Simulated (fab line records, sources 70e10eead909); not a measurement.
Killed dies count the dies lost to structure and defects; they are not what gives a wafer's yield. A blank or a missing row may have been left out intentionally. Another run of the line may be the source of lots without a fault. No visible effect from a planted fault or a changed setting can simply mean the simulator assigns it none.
fab line records ; flow nandHarc
[record] lots = 11; wafers = 33; lastDay = 33
route steps=1302 shown A_CHANNEL_HOLE_D1@465 END@1302
lots that met no fault: taken from a fault-free run of the same line
startH: hours from the record's first day to the start of the lot's first wafer shown ; waitH: time in hours since the lot's previous step ; " the same as in the row above ; L1.1+2: a single row standing in for several wafers ; - no value, or no start was given ; * or withheld: withheld ; < > ~ a bound
route shown NAME@n: names a module that has steps shown in the file, with the first one's number in the route ; usual: mean and standard deviation over wafers with no fault ; same: alike in all rows ; chamber/n: place in a boat ; sites: the reading at each site ; _std_site: how widely they spread, as a standard deviation ; _edge_site: outer sites' mean less inner sites' ; radiusMm: for every site, how far away it sits from the centre of the wafer ; mask NAME#n: copy n ; behind: the last tool/chamber to shape the wafer ; hold: the reason the lot was held/the length of the hold in hours/how it ended ; device: which transistor (n, p or np) failed to switch ; end of line: the route-end tests of the same wafers ; for a step that has no rows: nothing shown but its recipe ; killed: dies lost to structure and defects at the first sort, not the wafer's yield ; map: dies across one wafer; x = killed, . = not, _ = none there
set.NAME: setting as actually run; set.NAME@STEP: the setting as run at that earlier step ; model.NAME: the simulator's own value behind a step, which no gauge read
steps of the route over a sample of lots; a table a step, a row a wafer
services: from which hour (startH, from the record's first day; less than 0 if before it) a tool's chamber was out of use, for how many hours, and why
[[steps]]
[step NHARC_A_CHANNEL_HOLE_D1_DESCUM_15]
[recipe] timeS = 3; o2FlowSccm = 200; arFlowSccm = 0; biasPowerW = 0; chemistry = O2
[usual] drypumpMotorCurrentA = 6.1/0.43; oesProductAu = 0.996/0.011; rfVppV = 57.7/0.87; showerheadPlenumPTorr = 1.90/0.096; throttleValvePct = 11.310/0.0088
[same] timeS = 3
lot.wafer;tool;chamber;startH;waitH;drypumpMotorCurrentA;oesProductAu;rfHoursCounterH;rfVppV;showerheadPlenumPTorr;throttleValvePct
L728.3;rieDiel-01;0;184.91;0.2;4.8;1.018;56;58.7;1.94;11.313
L728.4;rieDiel-01;2;184.91;0.2;5.9;0.981;49;56.4;1.76;11.299
L728.5;rieDiel-01;1;184.91;0.2;6.0;0.994;-;56.8;1.90;11.292
L729.3;rieDiel-11;3;185.66;0.1;5.7;1.004;7;58.6;2.05;11.327
L729.4;rieDiel-11;0;185.66;0.1;6.6;0.987;7;56.2;1.84;11.293
L729.6;rieDiel-11;3;185.66;0.1;5.7;0.996;-;59.3;2.05;11.312
L734.1;rieDiel-02;3;244.18;0.1;5.5;1.007;4;57.8;2.07;11.290
L734.4;rieDiel-02;0;244.18;0.1;6.1;0.983;4;58.9;1.88;11.309
L734.2;rieDiel-02;1;244.18;0.1;6.2;1.000;6;56.9;1.93;11.309
L737.3;rieDiel-11;3;265.80;0.1;5.6;1.005;0;58.8;2.05;11.314
L737.4;rieDiel-11;1;265.80;0.1;5.8;1.006;0;56.7;1.79;11.314
L737.6;rieDiel-11;0;265.80;0.1;6.6;0.992;-;56.8;1.84;11.316
L736.2;rieDiel-11;1;267.73;0.1;5.8;1.005;0;57.9;1.79;11.320
L736.3;rieDiel-11;2;267.73;0.1;6.4;0.993;1;58.1;1.95;11.302
L736.5;rieDiel-11;0;267.73;0.1;6.6;0.988;-;57.3;1.84;11.299
L738.3;rieDiel-11;0;281.17;0.1;6.6;0.980;2;57.7;1.84;11.312
L738.2;rieDiel-11;1;281.17;0.1;5.8;0.995;2;57.3;1.79;11.306
L738.5;rieDiel-11;2;281.17;0.1;6.4;0.987;-;56.9;1.95;11.310
L739.2;rieDiel-11;2;290.48;0.1;6.4;0.987;3;59.0;1.95;11.315
L739.5;rieDiel-11;1;290.48;0.1;5.8;1.000;-;57.6;1.79;11.315
L739.6;rieDiel-11;2;290.48;0.1;6.4;0.973;-;58.8;1.95;11.322
L740.1;rieDiel-11;2;304.20;0.1;6.4;0.992;5;56.9;1.94;11.310
L740.2;rieDiel-11;0;304.20;0.1;6.6;0.994;4;58.1;1.84;11.311
L740.6;rieDiel-11;1;304.20;0.1;5.8;1.002;-;57.4;1.79;11.304
L749.2;rieDiel-11;2;385.38;0.1;6.4;0.991;11;58.3;1.94;11.304
L749.1;rieDiel-11;3;385.38;0.1;5.6;0.993;10;57.8;2.05;11.317
L749.4;rieDiel-11;1;385.38;0.1;5.8;1.000;-;56.9;1.79;11.299
L750.2;rieDiel-11;0;399.20;0.1;6.6;0.986;12;57.7;1.84;11.317
L750.4;rieDiel-11;2;399.20;0.1;6.4;0.995;13;59.2;1.94;11.316
L750.6;rieDiel-11;3;399.20;0.1;5.6;1.010;-;57.9;2.04;11.322
L751.4;rieDiel-02;0;402.82;0.1;6.1;1.005;0;58.3;1.86;11.309
L751.3;rieDiel-02;1;402.82;0.1;6.2;1.007;0;58.8;1.92;11.319
L751.5;rieDiel-02;0;402.82;0.1;6.1;1.008;-;56.3;1.86;11.311
[step NHARC_A_CHANNEL_HOLE_D1_CD_MEAS_18]
[usual] cdNm = 101/3.7
lot.wafer;tool;chamber;startH;waitH;cdNm
L728.3;cdSem-03;-;186.40;-;94
L728.4;cdSem-03;-;186.40;-;99
L728.5;cdSem-03;-;186.40;-;96
L729.3;cdSem-01;-;186.77;-;104
L729.4;cdSem-01;-;186.77;-;101
L729.6;cdSem-01;-;186.77;-;100
L734.1;cdSem-02;-;245.34;-;96
L734.2;cdSem-02;-;245.34;-;103
L734.4;cdSem-02;-;245.34;-;102
L737.3;cdSem-03;-;266.91;-;108
L737.4;cdSem-03;-;266.91;-;100
L737.6;cdSem-03;-;266.91;-;106
L736.2;cdSem-01;-;268.82;-;102
L736.3;cdSem-01;-;268.82;-;104
L736.5;cdSem-01;-;268.82;-;99
L738.2;cdSem-02;-;282.27;-;103
L738.3;cdSem-02;-;282.27;-;102
L738.5;cdSem-02;-;282.27;-;106
L739.2;cdSem-02;-;291.58;-;100
L739.5;cdSem-02;-;291.58;-;103
L739.6;cdSem-02;-;291.58;-;99
L740.1;cdSem-02;-;305.52;-;107
L740.2;cdSem-02;-;305.52;-;102
L740.6;cdSem-02;-;305.52;-;101
L749.1;cdSem-02;-;386.69;-;99
L749.2;cdSem-02;-;386.69;-;101
L749.4;cdSem-02;-;386.69;-;102
L750.2;cdSem-01;-;400.29;-;104
L750.4;cdSem-01;-;400.29;-;101
L750.6;cdSem-01;-;400.29;-;98
L751.3;cdSem-02;-;403.95;-;97
L751.4;cdSem-02;-;403.95;-;100
L751.5;cdSem-02;-;403.95;-;96
[step NHARC_A_CHANNEL_HOLE_D1_ETCH_26]
[recipe] biasV = 300; sourceW = 2000; pressureMtorr = 30; timeS = 224.1; arFlowSccm = 375; c4f8FlowSccm = 11.4; o2FlowSccm = 113.6; tempC = -20; targetDepthA = 3000; chemistry = C4F8/O2/Ar
[usual] drypumpMotorCurrentA = 5.5/0.47; runLengthS = 209.1/0; showerheadPlenumPTorr = 3.69/0.13; throttleValvePct = 24.583/0.0097
[same] timeS = 224.1
lot.wafer;tool;chamber;startH;waitH;drypumpMotorCurrentA;rfHoursCounterH;runLengthS;showerheadPlenumPTorr;throttleValvePct
L728.3;harEtch-01;0;190.32;0.5;5.3;-;209.1;3.78;24.584
L728.4;harEtch-01;1;190.32;0.5;6.3;-;209.1;3.70;24.587
L728.5;harEtch-01;1;190.32;0.5;6.3;-;209.1;3.70;24.576
L729.4;harEtch-02;0;191.46;0.5;5.0;-;209.1;3.81;24.593
L729.3;harEtch-02;1;191.46;0.5;5.4;-;209.1;3.48;24.590
L729.6;harEtch-02;1;191.46;0.5;5.4;-;209.1;3.48;24.581
L734.2;harEtch-01;1;249.20;0.7;6.3;121;209.1;3.68;24.576
L734.1;harEtch-01;0;249.20;0.7;5.3;121;209.1;3.76;24.594
L734.4;harEtch-01;1;249.20;0.7;6.3;-;209.1;3.68;24.594
L737.3;harEtch-02;1;272.67;0.5;5.4;-;209.1;3.46;24.583
L737.4;harEtch-02;0;272.67;0.5;5.1;-;209.1;3.78;24.575
L737.6;harEtch-02;1;272.67;0.5;5.4;-;209.1;3.46;24.571
L736.2;harEtch-01;0;274.70;0.6;5.3;136;209.1;3.76;24.609
L736.3;harEtch-01;0;274.70;0.6;5.3;-;209.1;3.75;24.569
L736.5;harEtch-01;0;274.70;0.6;5.3;-;209.1;3.76;24.596
L738.2;harEtch-01;0;286.17;0.6;5.3;144;209.1;3.75;24.577
L738.3;harEtch-01;0;286.17;0.6;5.3;-;209.1;3.75;24.607
L738.5;harEtch-01;0;286.17;0.6;5.3;-;209.1;3.75;24.578
L739.2;harEtch-01;0;295.45;0.6;5.3;148;209.1;3.75;24.600
L739.6;harEtch-01;1;295.45;0.6;6.3;-;209.1;3.66;24.591
L739.5;harEtch-01;0;295.45;0.6;5.4;-;209.1;3.75;24.580
L740.1;harEtch-01;0;310.25;0.7;5.3;160;209.1;3.74;24.587
L740.2;harEtch-01;1;310.25;0.7;6.3;160;209.1;3.66;24.571
L740.6;harEtch-01;1;310.25;0.7;6.3;-;209.1;3.66;24.576
L749.1;harEtch-02;1;400.01;0.7;5.5;4;209.1;3.99;24.580
L749.2;harEtch-02;0;400.01;0.7;5.1;4;209.1;3.75;24.571
L749.4;harEtch-02;0;400.01;0.7;5.1;-;209.1;3.75;24.566
L750.2;harEtch-02;1;408.38;0.6;5.4;11;209.1;3.99;24.575
L750.4;harEtch-02;1;408.38;0.6;5.5;-;209.1;3.99;24.585
L750.6;harEtch-02;0;408.38;0.6;5.0;-;209.1;3.74;24.585
L751.4;harEtch-01;0;408.92;0.5;5.3;-;209.1;3.71;24.572
L751.3;harEtch-01;1;408.92;0.5;6.3;-;209.1;3.62;24.599
L751.5;harEtch-01;1;408.92;0.5;6.3;-;209.1;3.62;24.567
[step NHARC_A_CHANNEL_HOLE_D1_ETCH_44]
[recipe] targetDepthA = 1400; overetchA = 140; timeS = 77; ionEnergyEv = 100; cf4FlowSccm = 80; o2FlowSccm = 20; arFlowSccm = 0; rfW = 300; biasW = 100; chemistry = CF4/O2
[usual] drypumpMotorCurrentA = 6.0/0.44; oesProductAu = 0.999/0.011; rfFwdPowerW = 297.6/1.1; rfVppV = 198.0/1.7; runLengthS = 98.4/0.42; showerheadPlenumPTorr = 1.34/0.068; throttleValvePct = 13.397/0.0095
lot.wafer;tool;chamber;startH;waitH;drypumpMotorCurrentA;oesProductAu;rfFwdPowerW;rfHoursCounterH;rfVppV;runLengthS;showerheadPlenumPTorr;throttleValvePct
L728.3;rieDiel-11;0;191.21;0.1;6.6;0.980;296.7;7;196.6;98.7;1.29;13.401
L728.4;rieDiel-11;1;191.21;0.1;5.8;0.982;298.3;8;195.8;98.1;1.25;13.388
L728.5;rieDiel-11;0;191.21;0.1;6.6;0.982;298.5;-;195.2;98.4;1.29;13.371
L729.3;rieDiel-02;2;192.35;0.1;6.1;1.017;295.2;51;197.0;97.3;1.27;13.391
L729.4;rieDiel-02;0;192.35;0.1;6.1;1.000;295.0;50;197.4;98.1;1.31;13.399
L729.6;rieDiel-02;2;192.35;0.1;6.1;1.006;297.6;-;196.1;97.6;1.27;13.418
L734.1;rieDiel-11;1;250.14;0.0;5.8;0.987;297.2;12;196.0;97.9;1.25;13.400
L734.4;rieDiel-11;2;250.14;0.0;6.4;0.999;297.9;12;199.5;98.8;1.36;13.385
L734.2;rieDiel-11;3;250.14;0.0;5.6;0.995;298.8;11;199.2;99.4;1.43;13.407
L737.4;rieDiel-11;1;273.55;0.0;5.8;1.004;297.6;1;195.4;98.0;1.25;13.393
L737.3;rieDiel-11;0;273.55;0.0;6.6;0.985;298.8;1;195.2;98.9;1.28;13.395
L737.6;rieDiel-11;2;273.55;0.0;6.4;0.994;299.4;-;197.5;98.6;1.36;13.392
L736.3;rieDiel-11;1;275.61;0.1;5.8;0.990;297.6;1;196.7;98.4;1.25;13.400
L736.2;rieDiel-11;3;275.61;0.1;5.7;1.020;298.6;2;199.8;98.8;1.43;13.389
L736.5;rieDiel-11;2;275.61;0.1;6.4;0.991;300.2;-;199.5;98.3;1.36;13.405
L738.2;rieDiel-11;2;287.08;0.1;6.4;0.987;297.3;3;198.1;98.1;1.36;13.403
L738.3;rieDiel-11;1;287.08;0.1;5.8;0.995;296.7;2;195.5;98.2;1.25;13.393
L738.5;rieDiel-11;2;287.08;0.1;6.4;0.978;297.1;-;198.5;98.7;1.36;13.388
L739.2;rieDiel-11;3;296.39;0.1;5.7;1.016;-;4;199.2;88.4;1.43;13.396
L739.5;rieDiel-11;0;296.39;0.1;6.6;0.988;298.0;-;197.7;98.1;1.29;13.397
L739.6;rieDiel-11;1;296.39;0.1;5.8;1.008;298.7;-;195.7;98.3;1.25;13.399
L740.2;rieDiel-02;1;311.40;0.1;6.2;0.997;296.7;27;198.3;98.6;1.35;13.420
L740.1;rieDiel-02;2;311.40;0.1;6.1;1.009;296.0;25;195.8;98.1;1.27;13.379
L740.6;rieDiel-02;3;311.40;0.1;5.5;0.989;297.0;-;199.9;97.9;1.44;13.404
L749.2;rieDiel-11;1;400.95;0.1;5.8;1.001;296.9;13;196.4;98.3;1.25;13.412
L749.1;rieDiel-11;2;400.95;0.1;6.4;0.988;298.0;14;199.0;98.5;1.36;13.415
L749.4;rieDiel-11;0;400.95;0.1;6.6;0.982;299.4;12;195.8;98.8;1.28;13.408
L750.2;rieDiel-11;3;409.30;0.1;5.7;1.007;296.8;12;198.2;98.8;1.42;13.407
L750.4;rieDiel-11;1;409.30;0.1;5.8;1.014;298.3;14;197.7;98.4;1.25;13.412
L750.6;rieDiel-11;3;409.30;0.1;5.7;1.007;296.9;-;199.7;98.5;1.42;13.383
L751.3;rieDiel-01;1;410.88;0.0;6.1;0.996;296.3;7;196.9;98.8;1.31;13.388
L751.4;rieDiel-01;0;410.88;0.0;4.7;0.999;298.7;7;198.3;98.8;1.34;13.397
L751.5;rieDiel-01;1;410.88;0.0;6.0;0.996;296.8;-;197.0;98.5;1.31;13.399
[step NHARC_END_SORT_01]
[recipe] tempC = 25
[usual] killedAtArray = 58/22; killedAtOther = 1.0/1.3; killedAtPeriphery = 5/3.4; killedDies = 64/22; killedOpen = 3.6/1.8; killedShort = 2.4/1.7
[same] grossDies = 677
lot.wafer;tool;chamber;startH;waitH;killedAtArray;killedAtOther;killedAtPeriphery;killedDies;killedOpen;killedShort
L739.2;prober-01;0;667.69;2.8;670;1;5;676;5;2
L739.5;prober-01;0;670.11;3.7;34;0;7;41;4;2
L739.6;prober-01;0;670.91;4.0;43;0;4;47;4;0
// killed by level:class
L739.2 A_CHANNEL_HOLE_D1:areaEtch=638 A_CHANNEL_HOLE_D2:chamberFilmFlake=19 A_CHANNEL_HOLE_D1:chamberFilmFlake=3 P_CONTACT:geometricParticle:open=2 A_DECK1_JOINT:chamberFilmFlake=2 P_M1:geometricParticle:open=1 A_ONON_D1:geometricParticle:open=1 A_DECK1_JOINT:geometricParticle:short=1
L739.5 A_CHANNEL_HOLE_D2:chamberFilmFlake=16 P_GATE:chamberFilmFlake=4 A_CHANNEL_HOLE_D1:chamberFilmFlake=4 A_CONTACT:chamberFilmFlake=4 P_CONTACT:geometricParticle:open=2 A_STAIRCASE:chamberFilmFlake=2 A_WL_FILL:chamberFilmFlake=2 P_M0:geometricParticle:open=1
L739.6 A_CHANNEL_HOLE_D2:chamberFilmFlake=15 A_CHANNEL_HOLE_D1:chamberFilmFlake=11 A_CONTACT:chamberFilmFlake=7 P_GATE:chamberFilmFlake=3 A_SGD_CUT:chamberFilmFlake=3 A_BLC:chamberFilmFlake=2 P_M0:geometricParticle:open=1 A_SOURCE_PLATE:geometricParticle:open=1
[[services]]
tool;chamber;startH;hours;kind
rieDiel-01;3;163.66;8.1;repair
rieDiel-11;0;185.00;-;clean
rieDiel-11;1;185.00;-;clean
rieDiel-11;2;185.00;-;clean
rieDiel-11;3;185.00;-;clean
rieDiel-01;-;203.96;9.0;pm
rieDiel-11;1;204.80;1.7;repair
rieDiel-11;0;209.59;-;clean
rieDiel-11;1;209.59;-;clean
rieDiel-11;2;209.59;-;clean
rieDiel-11;3;209.59;-;clean
rieDiel-02;1;214.91;6.9;repair
rieDiel-02;-;216.71;9.0;pm
rieDiel-11;2;232.07;3.9;repair
rieDiel-11;-;255.50;9.0;pm
rieDiel-01;3;272.45;23.5;repair
rieDiel-11;3;297.73;8.3;repair
rieDiel-01;1;349.19;1.7;repair
rieDiel-11;2;353.76;6.2;repair
harEtch-02;-;379.22;17.0;pm
rieDiel-01;-;380.96;9.0;pm
rieDiel-11;0;381.66;5.1;repair
rieDiel-02;-;393.71;9.0;pm
rieDiel-11;-;397.67;0.7;repair
[[key]]
[firstSign] step = NHARC_A_CHANNEL_HOLE_D1_ETCH_44; reading = runLengthS; direction = down; sigmas = 24; usual = *; struck = *
[effect] step = NHARC_END_SORT_01; reading = killedAtArray; direction = up; sigmas = 28; usual = 58; struck = 670
[moreKillsBornAt] NHARC_A_CHANNEL_HOLE_D1_ETCH_44@rieDiel-11 = 638
metAt NHARC_A_CHANNEL_HOLE_D1_ETCH_44
struckLots L739
struckWafers L739.2
laterRowsLeftOut L739.2
testerLeftOut L739
notActingAt NHARC_A_CHANNEL_HOLE_D1_DESCUM_15,NHARC_A_CHANNEL_HOLE_D1_CD_MEAS_18,NHARC_A_CHANNEL_HOLE_D1_ETCH_26
onsetBetween 287.08 296.39
[fault] kind = processParameterDrift; tool = rieDiel-11; chamber = -; onsetH = 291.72; steps = NHARC_A_CHANNEL_HOLE_D1_ETCH_44; channel = timeS; offset = *; shape = step; endH = 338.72; scope = struckWafersOnly; actsIn = *; stated = *
// testerLeftOut: of these lots the tester's yield and bins aren't shown, on N5 and GAA mostly nor the transistor test; their killed dies are dies lost to structure and defects alone, not to doping, threshold or leakage, so they don't give the yield
// laterRowsLeftOut: the simulator's readings of these wafers behind a module that went badly wrong aren't trusted and aren't shown, but for the sort
